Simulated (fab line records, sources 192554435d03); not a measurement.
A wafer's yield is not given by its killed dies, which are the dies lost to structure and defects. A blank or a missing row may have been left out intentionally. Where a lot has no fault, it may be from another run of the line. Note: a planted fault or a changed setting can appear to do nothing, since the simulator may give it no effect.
A lot that was struck, set against a sound lot || flow n5_finfet || 16 steps out of a route of 1938
Sound: wafers L960.1, L960.2, L960.3. Struck: wafer L971.5; the same lot's L971.2 was not struck, so it is left out; see the end for the cause.
For every step that has rows: the tool of each side, followed by ch and its chambers, followed by its first start. Under that, the readings that differ: sound wafers || struck wafers || difference of the means || sigmas: that difference in standard deviations of wafers without a fault.
alike: words and numbers the same on both sides, and readings whose means are apart by under 2 such deviations; not compared: readings that were withheld, readings missing a value for some wafer, numbers with overlapping values and no deviation given by the record, and bounds like >300 which may hide the same value.
The two part at a step that has a row with sigmas, a row that says differs or no value, or rows on one side only. When numbers do not overlap yet have no deviation, they are printed without sigmas and do not part them. A reading that every wafer of one side lacks parts them only if that side has two wafers or more.

first, 7 steps without rows for these wafers: N5_BEOL_M2_COAT_76 (time 60 s, resist thk 5 nm); N5_BEOL_M2_COAT_22 (resist thk 30 nm); N5_BEOL_M2_EBR_24; N5_BEOL_M2_SOFTBAKE_23 (time 60 s); N5_BEOL_M2_EXPOSE_25 (exposes mask V1, defocus 5 nm); N5_BEOL_M2_PEB_26 (peb time 60 s); N5_BEOL_M2_DEVELOP_27 (develop time 30 s).
N5_BEOL_M2_CD_MEAS_28: target cd 26.2 nm, target cd y 24.1 nm.
  sound on cd_sem-01 ch 0, day 9 06:52; struck on cd_sem-02 ch 0, day 11 14:15
  alike: cd_nm
N5_BEOL_M2_OVL_MEAS_29:
  sound on overlay-02 ch 0, day 9 06:54; struck on overlay-02 ch 0, day 11 14:17
{"reading": "V1_OVL (nm)", "sound": "1.2 -0.2 0.8", "struck": -1.4, "difference": -2.0, "sigmas": -2}
N5_BEOL_M2_INSPECT_30: inspects for defects (brightfield).
  sound: defect_inspect-02 at day 9 06:58; struck: defect_inspect-01 at day 11 14:20
  alike: raw_defect_count
N5_BEOL_M2_DESCUM_33: chemistry O2, time 7 s.
  sound on rie_diel-06 ch 0,2,3, day 9 07:00; struck on rie_diel-06 ch 3, day 11 14:22
  alike: bias_power_w, drypump_motor_current_A, oes_product_au, rf_vpp_V, showerhead_plenum_p_Torr, throttle_valve_pct
  not compared: rf_hours_counter_h
N5_BEOL_M2_ETCH_77: etches underlayer in N2/H2, target depth 6.5 nm, time 5.2 s.
  sound on rie_diel-06 ch 0,2,3, day 9 07:02; struck on rie_diel-06 ch 3, day 11 14:24
  alike: drypump_motor_current_A, etch_rf_on_time_s, oes_product_au, rf_vpp_V, showerhead_plenum_p_Torr, throttle_valve_pct
  not compared: rf_hours_counter_h
N5_BEOL_M2_ETCH_69: etches SiARC in CF4, target depth 15.6 nm, time 26 s.
  sound on rie_diel-06 ch 0,2,3, day 9 07:03; struck on rie_diel-06 ch 3, day 11 14:25
{"reading": "etch_rf_on_time_s (s)", "sound": "26.3 25.5 26.1", "struck": 15.7, "difference": -10.3, "sigmas": -23}
{"reading": "oes_product_au (a.u.)", "sound": "0.58 0.75 0.61", "struck": 0.97, "difference": "+0.32", "sigmas": "+4"}
  alike: drypump_motor_current_A, rf_vpp_V, showerhead_plenum_p_Torr, throttle_valve_pct
  not compared: rf_hours_counter_h
N5_BEOL_M2_ALD_98: deposits SiO2, target thk 2.5 nm, pulse time 1 s, co reactant pulse time 1 s.
  sound on ald_sin-03 ch 1,2,3, day 9 07:08; struck on ald_sin-03 ch 1, day 11 14:30
  alike: chamber_pressure_Torr, heater_power_outer_w, heater_power_w, precursor_pulse_height_rel, susceptor_temp_C
  not compared: since_wet_clean_h
N5_BEOL_M4_RC_MEAS_101:
  sound on prober-02 ch 0, day 10 17:59; struck on prober-02 ch 0, day 12 22:38
{"reading": "DIBL_N (mV/V)", "sound": "33.5 34.7 32.9", "struck": 38.5, "difference": "+4.8", "sigmas": "+3"}
{"reading": "DIBL_P (mV/V)", "sound": "31.5 33.8 31.2", "struck": 38.4, "difference": "+6.2", "sigmas": "+4"}
{"reading": "IOFF_N (nA/um)", "sound": "0.124 0.136 0.108", "struck": 0.196, "difference": "+0.073", "sigmas": "+3"}
{"reading": "IOFF_P (nA/um)", "sound": "0.159 0.188 0.149", "struck": 0.239, "difference": "+0.074", "sigmas": "+3"}
{"reading": "ION_N (uA/um)", "sound": "658 671 666", "struck": 697, "difference": "+32", "sigmas": "+4"}
{"reading": "ION_P (uA/um)", "sound": "452 452 457", "struck": 472, "difference": "+18", "sigmas": "+3"}
{"reading": "SS_P (mV/dec)", "sound": "71.5 72.6 71.6", "struck": 74.1, "difference": "+2.2", "sigmas": "+3"}
  alike: SS_N, VT_N, VT_P
after that, 1 step had no rows for these wafers: N5_PASSIVATION_PROBE_49.

WHERE THEY PART
At N5_BEOL_M2_OVL_MEAS_29 first; at N5_BEOL_M4_RC_MEAS_101 last (within this record only).

WHY: what the simulator had put in
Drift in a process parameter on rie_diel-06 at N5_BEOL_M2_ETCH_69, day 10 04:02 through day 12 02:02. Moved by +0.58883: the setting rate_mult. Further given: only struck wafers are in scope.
